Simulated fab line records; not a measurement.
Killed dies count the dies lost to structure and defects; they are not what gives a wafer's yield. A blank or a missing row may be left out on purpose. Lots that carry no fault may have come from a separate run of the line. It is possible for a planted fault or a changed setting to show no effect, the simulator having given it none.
One fault through the eyes of 2 desks -- flow nand_harc -- numbers are kept per desk, each desk with only its own; the story behind them comes last

== DESK OF THE TOOL OWNER: pecvd-01 ==
The tool's own readings at NHARC_A_CONTACT_DEP_29 (deposits SiON, target thk 70 nm): means of the sampled wafers that have a number, for each lot that ran on this tool. Marked OUT: a lot whose mean sits more than 4 standard deviations from the usual mean, which makes it out of limits; the brackets give that distance.
Columns: A = heater_power_w at NHARC_A_CONTACT_DEP_29, usual 797 W
lot,first seen here,A
L747,day 16 20:40,763
L746,day 16 22:29,866
L749,day 17 12:03,810
L752,day 18 05:34,718
L758,day 19 03:52,906
L760,day 19 16:02,804
L759,day 20 01:04,812
L761,day 20 13:50,860
This desk's finding: nothing out of limits on any of the 8 lots.

== METROLOGY DESK ==
What the gauges read for every lot (on any tool): the sampled wafers with a number, averaged. Marked OUT: a lot whose mean sits more than 4 standard deviations from the usual mean, which makes it out of limits; the brackets give that distance.
Columns: A = cd_nm at NHARC_A_BONDPAD_CD_MEAS_13, usual 499.6 nm
lot,first seen here,A
L745,day 17 20:27,501.4
L744,day 18 05:59,500.0
L747,day 18 14:26,502.4
L746,day 18 20:05,497.9
L748,day 18 23:14,498.5
L750,day 19 04:01,501.3
L749,day 19 04:23,499.7
L752,day 19 21:21,499.7
L751,day 20 03:59,500.3
L758,day 20 15:04,500.1
L760,day 21 07:56,496.2
L759,day 21 11:29,500.1
L761,day 22 09:39,497.7
L767,day 23 23:44,501.2
This desk's finding: nothing out of limits on any of the 14 lots.

== TAKEN TOGETHER ==
The desk of the tool owner found nothing out of limits.
Metrology desk: nothing out of limits seen.

== WHAT THE SIMULATOR HAD INSERTED ==
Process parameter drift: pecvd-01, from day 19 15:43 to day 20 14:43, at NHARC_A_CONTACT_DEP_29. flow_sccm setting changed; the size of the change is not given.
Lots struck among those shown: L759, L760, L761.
